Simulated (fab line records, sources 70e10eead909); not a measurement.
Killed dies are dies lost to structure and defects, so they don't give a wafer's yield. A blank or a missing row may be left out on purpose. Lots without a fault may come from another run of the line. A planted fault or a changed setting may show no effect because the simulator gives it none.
fab line records | flow nand_harc
record lots=14 wafers=42 last_day=34
route steps=1302 shown A_M0@1152 A_M1@1184
lots that met no fault: from a run of the same line without faults
start_h: hours from the record's first day to the start of the lot's first wafer shown | wait_h: hours since the lot's step before | " the same as in the row above | L1.1+2: a row that stands for several wafers | - no value, or no start given | * or withheld: withheld | < > ~ a bound
route shown NAME@n: a module of which the file shows steps, and the number in the route of the first | usual: mean/standard deviation of fault-free wafers | same: alike in all rows | chamber/n: place in a boat | sites: the reading at each site | _std_site: their standard deviation | _edge_site: outer sites' mean less inner sites' | radius_mm: how far each site lies from the wafer's centre | mask NAME#n: copy n | behind: the tool/chamber that last shaped the wafer | hold: why the lot was held/for how many hours/how that ended | device: the transistor (n, p or np) that didn't switch | end of line: the same wafers' tests at the end of the route | a step without rows: its recipe alone | killed: dies lost to structure and defects at the first sort, not the wafer's yield | map: a wafer's dies, x killed, . not, _ none there
set.NAME: the setting as run; set.NAME@STEP: as run at that earlier step | model.NAME: the simulator's own value behind a step, which no gauge read
steps of the route over a sample of lots; a table a step, a row a wafer
services: from which hour (start_h, from the record's first day; less than 0 if before it) a tool's chamber was out of use, for how many hours, and why
## steps
# step NHARC_A_M0_ETCH_15
# recipe target_depth_a=1500 overetch_a=150 time_s=82.5 c4f8_flow_sccm=withheld ar_flow_sccm=400 rf_w=600 bias_w=300 chemistry=C4F8/Ar
# usual oes_product_au=0.948/0.023 rf_fwd_power_W=596/3.1 rf_vpp_V=441.0/2.2
# columns lot.wafer tool chamber start_h wait_h oes_product_au rf_fwd_power_W rf_hours_counter_h rf_vpp_V
L124.3 rie_diel-11 3 - - 0.927 593 4.8 439.9
L124.6 " 3 " " 0.931 593 - 440.9
L124.5 " 0 " " 0.931 594 - 443.9
L127.2 rie_diel-11 2 - - 0.936 600 5.9 440.2
L127.3 " 1 " " 0.952 596 5.7 438.9
L127.5 " 3 " " 0.957 595 - 441.1
L130.2 rie_diel-10 0 - - 0.928 596 8.5 441.4
L130.3 " 3 " " 0.927 594 8.6 442.8
L130.5 " 0 " " 0.921 596 - 441.3
L131.3 rie_diel-11 0 - - 0.933 591 8.1 444.2
L131.2 " 2 " " 0.932 600 8.1 440.4
L131.4 " 3 " " 0.937 594 8.3 440.4
L132.4 rie_diel-11 2 - - 0.986 601 0.5 439.5
L132.2 " 3 " " 0.983 597 0.3 440.2
L132.1 " 1 " " 0.957 597 0.5 439.0
L139.2 rie_diel-12 0 - - 0.977 597 2.2 444.9
L139.5 " 1 " " 0.976 598 - 440.4
L139.6 " 2 " " 0.991 597 - 444.0
L138.3 rie_diel-10 1 - - 0.944 590 4.8 439.3
L138.2 " 3 " " 0.953 598 5.0 442.1
L138.5 " 0 " " 0.967 598 - 440.6
L142.2 rie_diel-11 0 - - 0.952 591 4.0 445.2
L142.1 " 2 " " 0.980 596 4.7 439.8
L142.4 " 3 " " 0.957 596 4.4 441.5
L141.2 rie_diel-10 2 - - 0.916 596 6.3 440.2
L141.4 " 1 " " 0.940 589 7.5 440.5
L141.6 " 2 " " 0.916 597 - 439.5
L145.2 rie_diel-11 0 - - 0.921 592 4.3 445.1
L145.6 " 2 " " 0.917 597 - 440.5
L145.5 " 3 " " 0.910 595 - 441.5
L143.4 rie_diel-11 3 - - 0.928 594 4.9 441.0
L143.1 " 0 " " 0.930 591 4.4 445.2
L143.6 " 3 " " 0.922 593 - 440.1
L144.1 rie_diel-12 3 - - 0.962 593 6.0 440.9
L144.4 " 1 " " 0.961 598 6.4 440.3
L144.5 " 2 " " 0.983 594 - 444.1
L146.4 rie_diel-10 0 - - 0.918 598 9.8 440.8
L146.3 " 1 " " 0.926 593 9.0 437.5
L146.1 " 3 " " 0.920 597 8.3 443.0
L147.2 rie_diel-10 3 - - 0.975 595 9.9 442.4
L147.1 " 2 " " 0.968 601 9.4 440.2
L147.5 " 0 " " 0.956 596 - 441.9
# step NHARC_A_M0_CMP_23
# recipe t_overpolish_s=20 target_thk_nm=113.75
# usual motor_current_A=12.1/1.5 time_to_endpoint_s=28.0/2.5
# columns lot.wafer tool chamber start_h wait_h motor_current_A time_to_endpoint_s
L124.3 cmp-01 2 536.76 - 10.6 25.9
L124.6 " 1 " " 13.9 28.2
L124.5 " 2 " " 9.5 26.0
L127.3 cmp-04 3 553.04 - 10.7 28.4
L127.2 " 0 " " 13.3 27.0
L127.5 " 1 " " 11.2 28.7
L130.3 cmp-04 2 588.14 - 12.3 25.7
L130.2 " 3 " " 10.2 28.8
L130.5 " 3 " " 10.1 31.4
L131.2 cmp-01 3 591.87 - 13.7 29.1
L131.4 " 1 " " 13.8 29.7
L131.3 " 2 " " 10.0 30.0
L132.1 cmp-01 0 624.69 - 12.9 29.3
L132.4 " 1 " " 13.4 28.7
L132.2 " 2 " " 10.9 26.3
L139.2 cmp-04 2 668.95 - 12.6 21.7
L139.6 " 1 " " 11.1 29.3
L139.5 " 2 " " 12.8 22.8
L138.2 cmp-03 2 673.59 - 11.3 25.6
L138.3 " 0 " " 10.5 25.9
L138.5 " 2 " " 11.0 25.5
L142.1 cmp-04 1 705.12 - 11.2 28.8
L142.2 " 2 " " 13.0 25.8
L142.4 " 3 " " 10.3 30.0
L141.2 cmp-01 2 713.59 - 10.6 26.7
L141.4 " 0 " " 13.5 29.5
L141.6 " 3 " " 14.7 28.5
L145.2 cmp-03 1 722.42 - 10.8 28.4
L145.6 " 0 " " 10.7 28.8
L145.5 " 1 " " 11.0 29.2
L143.1 cmp-03 2 728.38 - 11.0 29.0
L143.4 " 0 " " 10.8 31.2
L143.6 " 2 " " 11.2 30.3
L144.1 cmp-04 1 729.11 - 11.7 25.8
L144.4 " 2 " " 13.1 20.6
L144.5 " 1 " " 11.2 24.8
L146.1 cmp-01 2 752.51 - 10.0 24.5
L146.4 " 3 " " 14.6 26.2
L146.3 " 0 " " 13.0 27.4
L147.2 cmp-01 2 766.96 - 10.7 22.3
L147.1 " 3 " " 14.7 29.2
L147.5 " 1 " " 13.3 24.6
# step NHARC_A_M0_THK_MEAS_24
# recipe thk_meas_gauge=xrf
# usual thk_nm=113.6/1.7
# columns lot.wafer tool chamber start_h wait_h thk_nm
L124.3 film_metro-02 - 537.05 - 110.0
L124.5 " - " " 110.0
L124.6 " - " " 116.5
L127.2 film_metro-02 - 553.30 - 115.2
L127.3 " - " " 114.7
L127.5 " - " " 113.6
L130.2 film_metro-01 - 588.46 - 115.1
L130.3 " - " " 113.1
L130.5 " - " " 114.5
L131.2 film_metro-02 - 592.18 - 114.3
L131.3 " - " " 114.4
L131.4 " - " " 111.7
L132.1 film_metro-02 - 625.00 - 114.1
L132.2 " - " " 112.0
L132.4 " - " " 112.6
L139.2 film_metro-02 - 669.24 - 111.6
L139.5 " - " " 113.5
L139.6 " - " " 111.6
L138.2 film_metro-01 - 673.87 - 111.5
L138.3 " - " " 111.7
L138.5 " - " " 113.3
L142.1 film_metro-01 - 705.41 - 113.0
L142.2 " - " " 111.5
L142.4 " - " " 113.3
L141.2 film_metro-01 - 713.90 - 110.8
L141.4 " - " " 112.9
L141.6 " - " " 115.8
L145.2 film_metro-01 - 722.71 - 114.8
L145.5 " - " " 112.5
L145.6 " - " " 112.7
L143.1 film_metro-01 - 728.69 - 115.2
L143.4 " - " " 115.0
L143.6 " - " " 111.5
L144.1 film_metro-01 - 729.40 - 112.9
L144.4 " - " " 109.0
L144.5 " - " " 112.2
L146.1 film_metro-02 - 752.81 - 110.8
L146.3 " - " " 111.5
L146.4 " - " " 112.0
L147.1 film_metro-02 - 767.22 - 112.7
L147.2 " - " " 111.5
L147.5 " - " " 113.8
# step NHARC_A_M1_ETCH_15
# recipe target_depth_a=1825 time_s=91.2 c4f8_flow_sccm=withheld ar_flow_sccm=400 rf_w=600 bias_w=300 chemistry=C4F8/Ar
# usual oes_product_au=0.945/0.023 rf_fwd_power_W=595.9/2 rf_vpp_V=440.7/2.7
# columns lot.wafer tool chamber start_h wait_h oes_product_au rf_fwd_power_W rf_hours_counter_h rf_vpp_V
L124.3 rie_diel-07 2 538.84 - 0.918 594.4 2.0 439.9
L124.6 " 2 " " 0.929 595.0 - 439.6
L124.5 " 3 " " 0.924 598.9 - 437.8
L127.3 rie_diel-04 3 555.21 - 0.959 596.7 0.5 439.9
L127.2 " 2 " " 0.948 596.2 0.5 444.2
L127.5 " 0 " " 0.986 592.3 - 442.9
L130.2 rie_diel-04 2 590.37 - 0.824 498.8 1.2 444.5
L130.3 " 3 " " 0.830 501.2 1.3 440.1
L130.5 " 0 " " 0.833 497.2 - 443.4
L131.4 rie_diel-04 2 594.07 - 0.866 497.9 1.4 443.8
L131.3 " 3 " " 0.868 499.9 1.4 439.3
L131.2 " 1 " " 0.859 499.3 1.4 444.1
L132.4 rie_diel-02 1 626.91 - 0.966 595.2 2.8 440.6
L132.1 " 3 " " 0.961 597.4 2.7 436.8
L132.2 " 0 " " 0.960 595.4 2.6 443.1
L139.2 rie_diel-04 3 671.17 - 0.953 597.0 4.5 440.5
L139.5 " 1 " " 0.928 596.3 - 443.1
L139.6 " 2 " " 0.956 594.7 - 444.1
L138.3 rie_diel-02 1 675.66 - 0.913 599.2 6.5 439.8
L138.2 " 3 " " 0.932 599.9 4.7 436.7
L138.5 " 1 " " 0.920 594.6 - 440.2
L142.4 rie_diel-04 3 707.17 - 0.924 598.2 5.2 440.4
L142.1 " 1 " " 0.915 595.9 4.8 443.3
L142.2 " 2 " " 0.936 596.9 4.9 442.6
L141.2 rie_diel-02 2 715.74 - 0.948 593.2 9.4 437.7
L141.4 " 1 " " 0.947 592.3 - 439.8
L141.6 " 2 " " 0.948 592.6 - 434.9
L145.2 rie_diel-04 3 724.64 - 0.971 598.5 0.4 440.8
L145.6 " 3 " " 0.970 599.4 - 440.9
L145.5 " 0 " " 0.958 595.2 - 442.8
L143.1 rie_diel-02 0 730.62 - 0.937 593.2 8.9 444.3
L143.4 " 1 " " 0.921 596.1 8.5 439.2
L143.6 " 2 " " 0.919 597.0 - 435.5
L144.1 rie_diel-04 3 731.24 - 0.953 596.1 0.6 440.2
L144.4 " 0 " " 0.963 592.9 0.6 442.9
L144.5 " 3 " " 0.962 599.1 - 440.3
L146.1 rie_diel-07 1 755.29 - 0.924 599.2 4.9 444.5
L146.3 " 2 " " 0.910 595.1 5.4 439.7
L146.4 " 0 " " 0.911 600.8 4.5 437.0
L147.2 rie_diel-07 0 768.99 - 0.964 596.4 5.1 436.8
L147.1 " 2 " " 0.943 596.5 6.4 441.0
L147.5 " 1 " " 0.961 593.1 - 445.2
## services
# columns tool chamber start_h hours kind
rie_diel-10 2 522.42 2.6 repair
cmp-04 - 525.26 4.0 pm
rie_diel-04 - 531.90 9.0 pm
cmp-04 - 571.91 1.6 repair
cmp-01 - 577.59 4.0 pm
rie_diel-10 - 596.54 9.0 pm
cmp-04 - 598.61 6.1 repair
rie_diel-11 1 606.28 1.9 repair
rie_diel-11 - 609.50 9.0 pm
rie_diel-04 2 611.62 4.7 repair
cmp-04 - 623.26 4.0 pm
rie_diel-04 - 626.46 0.4 repair
cmp-01 - 631.02 3.9 repair
rie_diel-10 0 636.92 3.0 repair
cmp-01 - 664.22 1.6 repair
cmp-01 - 675.59 4.0 pm
rie_diel-11 0 680.00 9.6 repair
cmp-01 - 698.99 1.7 repair
cmp-04 - 700.15 2.2 repair
rie_diel-04 - 708.90 9.0 pm
cmp-04 - 715.63 3.7 repair
rie_diel-04 1 737.81 19.8 repair
rie_diel-11 - 738.50 0.1 repair
rie_diel-04 1 757.93 6.8 repair
## key
first_sign step=NHARC_A_M1_ETCH_15 reading=rf_fwd_power_W direction=down sigmas=47 usual=* struck=*
effect step=NHARC_A_M1_ETCH_15 reading=oes_product_au direction=down sigmas=4.3 usual=0.945 struck=0.847
met_at NHARC_A_M1_ETCH_15
struck_lots L130,L131
later_rows_left_out L130.2,L130.3,L130.5,L131.2,L131.3,L131.4
sort_left_out L130.2,L130.3,L130.5,L131.2,L131.3,L131.4
not_acting_at NHARC_A_M0_ETCH_15,NHARC_A_M0_CMP_23,NHARC_A_M0_THK_MEAS_24
onset_between 555.21 590.37
fault kind=process_parameter_drift tool=rie_diel-04 chamber=- onset_h=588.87 steps=NHARC_A_M1_ETCH_15 channel=rf_w offset=* shape=step end_h=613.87 acts_in=* stated=*
# sort_left_out: the simulated sort isn't trusted on such a fault, so these wafers' sort isn't shown, and their yield isn't known
# later_rows_left_out: the simulator's readings of these wafers behind a module that went badly wrong aren't trusted and aren't shown, but for the sort
